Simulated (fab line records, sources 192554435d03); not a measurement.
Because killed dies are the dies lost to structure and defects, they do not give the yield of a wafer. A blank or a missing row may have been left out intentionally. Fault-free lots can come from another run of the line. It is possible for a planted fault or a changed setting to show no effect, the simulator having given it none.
The tool behind it: which one? || flow n5-finfet || 30 wafers from 11 lots sampled at 2 of the route's 1938 steps

WHAT THE GAUGES SHOWED, per wafer
N5_BEOL_M14_OVL_MEAS_11. Usual: V13_OVL typically reads -5 nm, with standard deviation 5.5.
{"lot": "L515", "measured": "day 11 04:45", "on": "overlay-01", "V13_OVL (nm)": "-9 -10 -10", "flag": ""}
{"lot": "L521", "measured": "day 12 11:59", "on": "overlay-02", "V13_OVL (nm)": "-1 -6 -1", "flag": ""}
{"lot": "L522", "measured": "day 12 17:37", "on": "overlay-01", "V13_OVL (nm)": "-5 -4 -4", "flag": ""}
{"lot": "L524", "measured": "day 13 08:47", "on": "overlay-01", "V13_OVL (nm)": "-11 -15", "flag": ""}
{"lot": "L527", "measured": "day 14 14:19", "on": "overlay-02", "V13_OVL (nm)": "-4 -11", "flag": ""}
{"lot": "L531", "measured": "day 15 06:41", "on": "overlay-01", "V13_OVL (nm)": "-3 1", "flag": ""}
{"lot": "L530", "measured": "day 16 02:19", "on": "overlay-01", "V13_OVL (nm)": "-1 2 -1", "flag": ""}
{"lot": "L534", "measured": "day 17 18:40", "on": "overlay-01", "V13_OVL (nm)": "-4 -10 -3", "flag": ""}
{"lot": "L536", "measured": "day 18 00:50", "on": "overlay-01", "V13_OVL (nm)": "-1 1 -4", "flag": ""}
{"lot": "L537", "measured": "day 19 02:17", "on": "overlay-01", "V13_OVL (nm)": "-2 4 0", "flag": ""}
{"lot": "L535", "measured": "day 19 06:26", "on": "overlay-02", "V13_OVL (nm)": "-6 -4 -15", "flag": ""}

N5_BEOL_M14_INSPECT_30: inspects for defects (macro). Usual: raw-defect-count 2.2, standard deviation 1.3.
{"lot": "L515", "measured": "day 11 05:38", "on": "defect-inspect-02", "raw-defect-count": "1 2 4", "flag": ""}
{"lot": "L521", "measured": "day 12 12:59", "on": "defect-inspect-01", "raw-defect-count": "1 0 2", "flag": ""}
{"lot": "L522", "measured": "day 12 18:51", "on": "defect-inspect-02", "raw-defect-count": "1 0 2", "flag": ""}
{"lot": "L524", "measured": "day 13 09:49", "on": "defect-inspect-01", "raw-defect-count": "2 4", "flag": ""}
{"lot": "L527", "measured": "day 14 15:20", "on": "defect-inspect-02", "raw-defect-count": "2 3", "flag": ""}
{"lot": "L531", "measured": "day 15 07:33", "on": "defect-inspect-01", "raw-defect-count": "2 4", "flag": ""}
{"lot": "L530", "measured": "day 16 03:11", "on": "defect-inspect-02", "raw-defect-count": "4 2 2", "flag": ""}
{"lot": "L534", "measured": "day 17 19:40", "on": "defect-inspect-01", "raw-defect-count": "3 1 2", "flag": ""}
{"lot": "L536", "measured": "day 18 01:50", "on": "defect-inspect-01", "raw-defect-count": "3 3 2", "flag": ""}
{"lot": "L537", "measured": "day 19 03:26", "on": "defect-inspect-01", "raw-defect-count": "2 5 1", "flag": ""}
{"lot": "L535", "measured": "day 19 07:26", "on": "defect-inspect-02", "raw-defect-count": "0 1 2", "flag": ""}

WHICH TOOL RAN EACH LOT (tool, then ch and the chambers of the sampled wafers, then the start)
Record: no process step prior to these readings.

AS READ BY THE TOOLS THEMSELVES (means over the sampled wafers that have a number; for cases with no such wafer, the mark the record gives instead)
The record holds no such reading with a usual standard deviation.

THE ANSWER, worked out from the rows above alone
Rule: a lot counts as off when the mean over its wafers that have a number is more than 3 standard deviations away from the usual mean. A lot without any number at a reading at which 4 lots or more have one is off too. All remaining lots with rows at the step are treated as sound. The gauges are gone through in route order, then the tools' own readings, and for those a lot's mean is taken as printed above. At the first step where some lot is off, the reading lying furthest off is the one used; lots without a number count as furthest.
No lot is off on any of the readings shown, so nothing can be concluded from this.

WHAT THE SIMULATOR HAD PUT IN
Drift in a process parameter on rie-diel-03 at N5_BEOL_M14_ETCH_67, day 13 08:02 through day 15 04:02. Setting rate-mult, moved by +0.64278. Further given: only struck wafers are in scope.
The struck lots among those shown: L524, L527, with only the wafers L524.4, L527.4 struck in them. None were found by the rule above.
